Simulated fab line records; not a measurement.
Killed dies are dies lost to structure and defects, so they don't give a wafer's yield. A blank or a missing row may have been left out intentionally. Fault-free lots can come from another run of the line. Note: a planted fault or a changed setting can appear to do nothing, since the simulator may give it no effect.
fab line records	flow nandHarc
record lots=6	wafers=17	lastDay=25
route steps=1159 shown THIN_TSV@1140 END@1159
lots untouched by any fault: they come from a run of this same line in which no faults occurred
startH: hours from the record's opening day to when the first of the lot's shown wafers began	waitH: hours from the lot's prior step to this one	" as in the row above	L1.1+2: a single row standing in for several wafers	- either no value or no given start	* or withheld: withheld	< > ~ a bound
route shown NAME@n: a module of which the file shows steps, and the number in the route of the first	usual: mean/standard deviation of fault-free wafers	same: alike in all rows	chamber/n: place in a boat	sites: each site's reading	_std_site: how widely they spread, as a standard deviation	_edge_site: the outer-site mean with the inner-site mean subtracted	radiusMm: how far each site lies from the wafer's centre	mask NAME#n: copy n	behind: the tool/chamber that last shaped the wafer	hold: reason for holding the lot/hours on hold/outcome of the hold	device: whichever transistor did not switch (one of n, p or np)	end of line: tests run on the same wafers once the route is complete	a step without rows: its recipe alone	killed: dies lost to structure and defects at the first sort, not the wafer's yield	map: shows each die of a wafer: x if killed, . if not, _ if none is there
set.NAME: setting as actually run; set.NAME@STEP: the setting as run at that earlier step	model.NAME: the simulator's own value behind a step, which no gauge read
lots at selected steps of the route; one table per step, one row per wafer
services: when a tool's chamber went out of use (startH, in hours from the record's first day, below 0 if earlier), for how many hours, and the reason
## steps
# step NHARC_THIN_TSV_DEHYDRATE_25
# recipe tempC=150	timeS=120
# step NHARC_THIN_TSV_HMDS_26
# recipe timeS=30
# step NHARC_THIN_TSV_COAT_27
# recipe spinRpm=*
# step NHARC_THIN_TSV_SOFTBAKE_28
# recipe tempC=122	timeS=95
# step NHARC_THIN_TSV_EBR_29
# step NHARC_THIN_TSV_EXPOSE_30
# recipe na=0.55	doseMj=11.47	maskId=PAD
# step NHARC_THIN_TSV_PEB_31
# recipe pebTempC=118	pebTimeS=85
# step NHARC_THIN_TSV_DEVELOP_32
# recipe timeS=70
# step NHARC_THIN_TSV_CD_MEAS_33
# recipe targetCdNm=5000	landingEnergyEv=500
# usual cdNm=4999.8/1.9
lot.wafer	tool	chamber	startH	waitH	cdNm
L301.1	cdSem-01	0	522.51	-	5002.8
L301.2	"	0	"	"	5000.7
L301.3	"	0	"	"	5001.5
L298.1	cdSem-02	0	533.91	-	5001.9
L298.5	"	0	"	"	5002.1
L304.1	cdSem-02	0	546.83	-	5000.6
L304.3	"	0	"	"	4998.5
L304.5	"	0	"	"	5000.2
L302.2	cdSem-03	0	556.79	-	5004.5
L302.4	"	0	"	"	5001.4
L302.5	"	0	"	"	5002.2
L307.2	cdSem-02	0	557.83	-	4997.8
L307.3	"	0	"	"	4998.2
L307.5	"	0	"	"	4998.9
L310.3	cdSem-03	0	563.35	-	5001.6
L310.4	"	0	"	"	5001.4
L310.5	"	0	"	"	4999.9
# step NHARC_THIN_TSV_HARDBAKE_34
# recipe tempC=125	timeS=80
# step NHARC_THIN_TSV_DESCUM_35
# recipe timeS=3	o2FlowSccm=200	arFlowSccm=0	biasPowerW=0	chemistry=O2
# usual drypumpMotorCurrentA=5.5/0.41	oesProductAu=1.003/0.0086	rfVppV=57.6/0.86	showerheadPlenumPTorr=1.88/0.07	throttleValvePct=11.313/0.0092
lot.wafer	tool	chamber	startH	waitH	drypumpMotorCurrentA	oesProductAu	rfHoursCounterH	rfVppV	showerheadPlenumPTorr	throttleValvePct
L301.3	rieDiel-10	0	522.67	-	5.0	1.019	11	59.0	2.01	11.328
L301.2	"	1	"	"	5.6	1.005	11	56.1	1.83	11.318
L301.1	"	3	"	"	5.0	1.015	10	58.1	1.91	11.308
L298.1	rieDiel-02	3	534.10	-	5.9	1.013	3	57.3	1.85	11.308
L298.5	"	2	"	"	5.3	1.010	-	58.2	1.77	11.300
L304.3	rieDiel-08	2	546.99	-	6.0	1.001	4	58.5	1.93	11.325
L304.1	"	1	"	"	5.3	1.000	4	57.4	1.81	11.329
L304.5	"	2	"	"	6.0	1.005	-	58.4	1.93	11.311
L302.2	rieDiel-08	3	556.98	-	5.5	0.989	4	56.3	1.91	11.313
L302.4	"	0	"	"	5.7	0.996	5	57.4	1.94	11.328
L302.5	"	2	"	"	6.0	0.996	-	57.4	1.93	11.295
L307.2	rieDiel-08	0	557.99	-	5.6	0.999	5	58.8	1.94	11.320
L307.3	"	1	"	"	5.3	0.997	5	56.5	1.81	11.333
L307.5	"	1	"	"	5.3	1.004	-	57.7	1.81	11.326
L310.4	rieDiel-08	0	563.50	-	5.7	1.003	6	58.2	1.94	11.320
L310.3	"	2	"	"	6.0	0.999	5	56.7	1.93	11.309
L310.5	"	1	"	"	5.3	0.988	-	56.6	1.81	11.326
# step NHARC_THIN_TSV_ETCH_59
# recipe targetDepthA=8800	icpW=900	biasW=100	Cl2_flow_sccm=60	bcl3FlowSccm=30	timeS=138.1	chemistry=Cl2/BCl3
# usual drypumpMotorCurrentA=5.9/0.45	oesProductAu=1.003/0.0077	throttleValvePct=22.265/0.0092
lot.wafer	tool	chamber	startH	waitH	drypumpMotorCurrentA	oesProductAu	rfHoursCounterH	throttleValvePct
L301.2	rieMetal-02	0	522.80	0.1	5.5	0.997	3.2	22.248
L301.1	"	1	"	"	5.4	1.006	3.2	22.261
L301.3	"	0	"	"	5.5	1.006	-	22.275
L298.1	rieMetal-02	1	534.20	0.1	5.4	0.997	3.8	22.264
L298.5	"	0	"	"	5.5	0.999	-	22.265
L304.1	rieMetal-03	1	547.15	0.1	6.8	1.003	2.2	22.265
L304.3	"	0	"	"	6.1	1.013	-	22.231
L304.5	"	1	"	"	6.8	1.005	-	22.264
L302.2	rieMetal-03	1	557.08	0.1	6.8	0.990	2.4	22.269
L302.4	"	1	"	"	6.8	1.000	-	22.261
L302.5	"	0	"	"	6.0	1.006	-	22.264
L307.2	rieMetal-01	0	558.15	0.2	5.7	1.006	1.5	22.263
L307.3	"	0	"	"	5.7	0.999	-	22.272
L307.5	"	0	"	"	5.7	0.997	-	22.255
L310.3	rieMetal-03	1	563.70	0.2	6.8	1.003	-	22.268
L310.4	"	0	"	"	6.0	0.998	-	22.261
L310.5	"	0	"	"	6.1	1.008	-	22.270
# step NHARC_THIN_TSV_ETCH_36
# recipe targetDepthA=650	overEtchFrac=0.3	timeS=18.571	ionEnergyEv=150	chemistry=Cl2/BCl3
# usual drypumpMotorCurrentA=5.9/0.45	oesProductAu=1.003/0.0072
lot.wafer	tool	chamber	startH	waitH	drypumpMotorCurrentA	oesProductAu	rfHoursCounterH
L301.2	rieMetal-02	0	523.06	0.2	5.5	1.005	3.4
L301.1	"	1	"	"	5.4	0.829	3.4
L301.3	"	0	"	"	5.5	0.993	-
L298.1	rieMetal-02	0	534.46	0.2	5.5	0.814	3.9
L298.5	"	1	"	"	5.4	0.819	-
L304.1	rieMetal-03	1	547.38	0.2	6.8	1.004	2.3
L304.3	"	1	"	"	6.8	1.011	-
L304.5	"	0	"	"	6.0	1.005	-
L302.2	rieMetal-03	1	557.34	0.2	6.8	1.009	2.6
L302.4	"	0	"	"	6.0	0.999	-
L302.5	"	1	"	"	6.8	0.990	-
L307.2	rieMetal-01	1	558.38	0.2	5.9	1.005	1.6
L307.3	"	0	"	"	5.7	1.002	-
L307.5	"	0	"	"	5.7	0.994	-
L310.4	rieMetal-03	1	563.90	0.1	6.7	0.991	-
L310.3	"	0	"	"	6.0	1.002	-
L310.5	"	0	"	"	6.0	1.003	-
# step NHARC_THIN_TSV_STRIP_56
# recipe powerW=1500	tempC=250	chemistry=O2
# usual drypumpMotorCurrentA=6.1/0.31	heaterPowerW=318/17
lot.wafer	tool	chamber	startH	waitH	drypumpMotorCurrentA	heaterPowerW	rfHoursCounterH
L301.1	plasmaAsher-02	0	523.17	0.1	6.0	311	52
L301.2	"	1	"	"	6.6	302	52
L301.3	"	0	"	"	6.0	310	-
L298.1	plasmaAsher-01	1	534.61	0.1	5.9	323	23
L298.5	"	0	"	"	5.8	345	-
L304.1	plasmaAsher-01	0	547.69	0.3	5.8	347	32
L304.3	"	1	"	"	5.8	328	-
L304.5	"	0	"	"	5.8	344	-
L302.2	plasmaAsher-02	1	557.44	0.1	6.6	298	3
L302.4	"	1	"	"	6.6	297	-
L302.5	"	0	"	"	5.9	299	-
L307.2	plasmaAsher-01	1	558.53	0.1	5.8	328	34
L307.3	"	1	"	"	5.8	322	-
L307.5	"	0	"	"	5.8	336	-
L310.4	plasmaAsher-01	1	564.09	0.2	5.9	322	-
L310.3	"	0	"	"	5.9	343	-
L310.5	"	1	"	"	5.8	329	-
# step NHARC_END_SORT_01
# recipe tempC=25
# usual defectLimitedYield=95.7/1.5	killedAtArray=25/9.8	killedAtOther=0.8/1.1	killedAtPeriphery=3.3/2.1	killedDies=29/10	killedOpen=3.3/1.8	killedShort=1.9/1.4	sort_bin_2_pct=1.3/0.6	sort_bin_3_pct=0.25/0.23	sort_bin_4_pct=2.8/0.97	sortNPass=648/10	sortRimYieldPct=95/3.2	sortYieldPct=95.7/1.5
# same grossDies=677	sort_bin_5_pct[%]=0	sort_bin_6_pct[%]=0	sort_bin_7_pct[%]=0	sort_bin_8_pct[%]=0	sortRimNGross=106.00
lot.wafer	tool	chamber	startH	waitH	defectLimitedYield[%]	killedAtArray	killedAtOther	killedAtPeriphery	killedDies	killedOpen	killedShort	sort_bin_2_pct[%]	sort_bin_3_pct[%]	sort_bin_4_pct[%]	sortNPass	sortRimYieldPct[%]	sortYieldPct[%]
L298.1	prober-01	0	540.44	2.5	96.5	22	0	2	24	4	2	1.0	0.59	1.9	653	92	96.5
L298.5	prober-01	0	543.61	3.7	95.3	27	1	4	32	5	1	1.2	0.59	3.0	645	95	95.3
L304.1	prober-01	0	563.73	2.5	95.7	19	2	8	29	7	3	1.3	0.30	2.7	648	95	95.7
L304.3	prober-01	0	565.34	3.1	95.4	22	4	5	31	3	0	1.2	0	3.4	646	97	95.4
L304.5	prober-01	0	566.95	3.7	95.9	23	1	4	28	6	2	1.0	0.15	3.0	649	96	95.9
L307.2	prober-02	0	573.83	2.8	93.6	37	0	6	43	2	2	2.1	0.44	3.8	634	92	93.6
L307.3	prober-02	0	574.62	3.1	92.0	48	0	6	54	5	1	2.1	0.59	5.3	623	89	92.0
L307.5	prober-02	0	576.20	3.6	91.9	47	2	6	55	7	2	2.2	0.44	5.5	622	94	91.9
L310.3	prober-01	0	588.75	3.1	97.3	16	0	2	18	5	0	0.6	0	2.1	659	98	97.3
L310.4	prober-01	0	589.54	3.4	98.5	8	0	2	10	3	1	0.4	0	1.0	667	98	98.5
L310.5	prober-01	0	590.33	3.7	96.0	21	0	6	27	7	3	1.9	0.15	1.9	650	96	96.0
# killed by level:class
L298.1 A_CHANNEL_HOLE_D1:chamberFilmFlake=11 A_STAIRCASE:chamberFilmFlake=3 A_CONTACT:chamberFilmFlake=2 P_CONTACT:geometricParticle:open=1 A_CHANNEL_FILL_D1:geometricParticle:open=1 A_CHANNEL_FILL_D1:geometricParticle:short=1 A_WL_FILL:geometricParticle:short=1 A_CONTACT:geometricParticle:open=1
L298.5 A_CHANNEL_HOLE_D1:chamberFilmFlake=19 A_CONTACT:geometricParticle:open=2 P_STI:chamberFilmFlake=2 A_M1:chamberFilmFlake=2 P_CONTACT:geometricParticle:open=1 P_M0:geometricParticle:open=1 A_ONON_D1:geometricParticle:open=1 STARTING-WAFER:geometricParticle:short=1
L304.1 A_CONTACT:chamberFilmFlake=5 A_CHANNEL_HOLE_D1:chamberFilmFlake=3 A_STAIRCASE:chamberFilmFlake=3 P_M2:geometricParticle:open=2 A_ONON_D1:geometricParticle:open=2 A_CHANNEL_FILL_D1:geometricParticle:open=2 P_STI:chamberFilmFlake=2 P_M1:chamberFilmFlake=2
L304.3 A_CHANNEL_HOLE_D1:chamberFilmFlake=11 A_STAIRCASE:chamberFilmFlake=5 A_CONTACT:chamberFilmFlake=4 THIN_TSV:chamberFilmFlake=4 A_CONTACT:geometricParticle:open=2 P_STI:chamberFilmFlake=2 P_M1:geometricParticle:open=1 P_ZERO_WELL:chamberFilmFlake=1
L304.5 A_STAIRCASE:chamberFilmFlake=6 A_CHANNEL_HOLE_D1:chamberFilmFlake=5 A_CONTACT:chamberFilmFlake=4 P_ZERO_WELL:chamberFilmFlake=2 P_GATE:geometricParticle:open=1 P_CONTACT:geometricParticle:short=1 A_CHANNEL_HOLE_D1:geometricParticle:open=1 A_CHANNEL_FILL_D1:geometricParticle:short=1
L307.2 A_SLIT:chamberFilmFlake=17 A_CHANNEL_HOLE_D1:chamberFilmFlake=12 P_GATE:chamberFilmFlake=2 P_M1:chamberFilmFlake=2 A_CHANNEL_FILL_D1:chamberFilmFlake=2 A_SOURCE_PLATE:geometricParticle:short=1 A_STAIRCASE:geometricParticle:short=1 A_CONTACT:geometricParticle:open=1
L307.3 A_CHANNEL_HOLE_D1:chamberFilmFlake=25 A_SLIT:chamberFilmFlake=8 A_WL_FILL:chamberFilmFlake=5 A_BLC:chamberFilmFlake=3 P_M1:chamberFilmFlake=2 A_CONTACT:chamberFilmFlake=2 P_GATE:geometricParticle:open=1 P_M0:geometricParticle:open=1
L307.5 A_CHANNEL_HOLE_D1:chamberFilmFlake=22 A_SLIT:chamberFilmFlake=14 P_M1:chamberFilmFlake=4 A_WL_FILL:chamberFilmFlake=2 A_BLC:chamberFilmFlake=2 P_CONTACT:geometricParticle:open=1 A_SOURCE_PLATE:geometricParticle:open=1 A_ONON_D1:geometricParticle:open=1
L310.3 A_CHANNEL_HOLE_D1:chamberFilmFlake=11 P_CONTACT:geometricParticle:open=1 P_M0:geometricParticle:open=1 A_ONON_D1:geometricParticle:open=1 A_CHANNEL_HOLE_D1:geometricParticle:open=1 A_CHANNEL_FILL_D1:geometricParticle:open=1 A_SLIT:chamberFilmFlake=1 A_CONTACT:chamberFilmFlake=1
L310.4 A_STAIRCASE:chamberFilmFlake=2 A_CONTACT:chamberFilmFlake=2 P_GATE:geometricParticle:open=1 A_CHANNEL_FILL_D1:geometricParticle:open=1 A_BLC:geometricParticle:short=1 A_M0:geometricParticle:open=1 P_M2:chamberFilmFlake=1 A_CHANNEL_HOLE_D1:chamberFilmFlake=1
L310.5 A_CHANNEL_HOLE_D1:chamberFilmFlake=8 A_CONTACT:chamberFilmFlake=5 P_GATE:geometricParticle:open=2 A_WL_FILL:geometricParticle:open=2 A_CONTACT:geometricParticle:open=2 P_CONTACT:geometricParticle:open=1 A_ONON_D1:geometricParticle:short=1 A_WL_FILL:geometricParticle:short=1
## services
tool	chamber	startH	hours	kind
rieDiel-02	-	504.86	9.0	pm
rieMetal-01	-	509.00	9.0	pm
rieMetal-01	0	509.00	9.0	ventCycle
rieMetal-01	1	509.00	9.0	ventCycle
rieDiel-08	0	512.32	-	clean
rieDiel-08	1	512.32	-	clean
rieDiel-08	2	512.32	-	clean
rieDiel-08	3	512.32	-	clean
rieMetal-01	0	518.00	-	clean
rieMetal-01	1	518.00	-	clean
rieDiel-10	-	530.53	9.0	pm
rieDiel-08	0	536.82	-	clean
rieDiel-08	1	536.82	-	clean
rieDiel-08	2	536.82	-	clean
rieDiel-08	3	536.82	-	clean
plasmaAsher-02	-	537.55	9.0	pm
plasmaAsher-02	0	537.55	9.0	ventCycle
plasmaAsher-02	1	537.55	9.0	ventCycle
rieDiel-02	0	542.04	8.0	repair
rieDiel-02	2	550.23	3.1	repair
rieDiel-08	0	561.32	-	clean
rieDiel-08	1	561.32	-	clean
rieDiel-08	2	561.32	-	clean
rieDiel-08	3	561.32	-	clean
## key
firstSign step=NHARC_THIN_TSV_ETCH_36	reading=oesProductAu	direction=down	sigmas=25	usual=1.003	struck=0.821
effect none on later readings
metAt NHARC_THIN_TSV_ETCH_36
struckWafers L298.1,L298.5,L301.1
fault kind=processParameterDrift	tool=rieMetal-02	chamber=-	onsetH=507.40	steps=NHARC_THIN_TSV_ETCH_36	channel=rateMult	offset=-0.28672	shape=step	endH=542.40	scope=struckWafersOnly
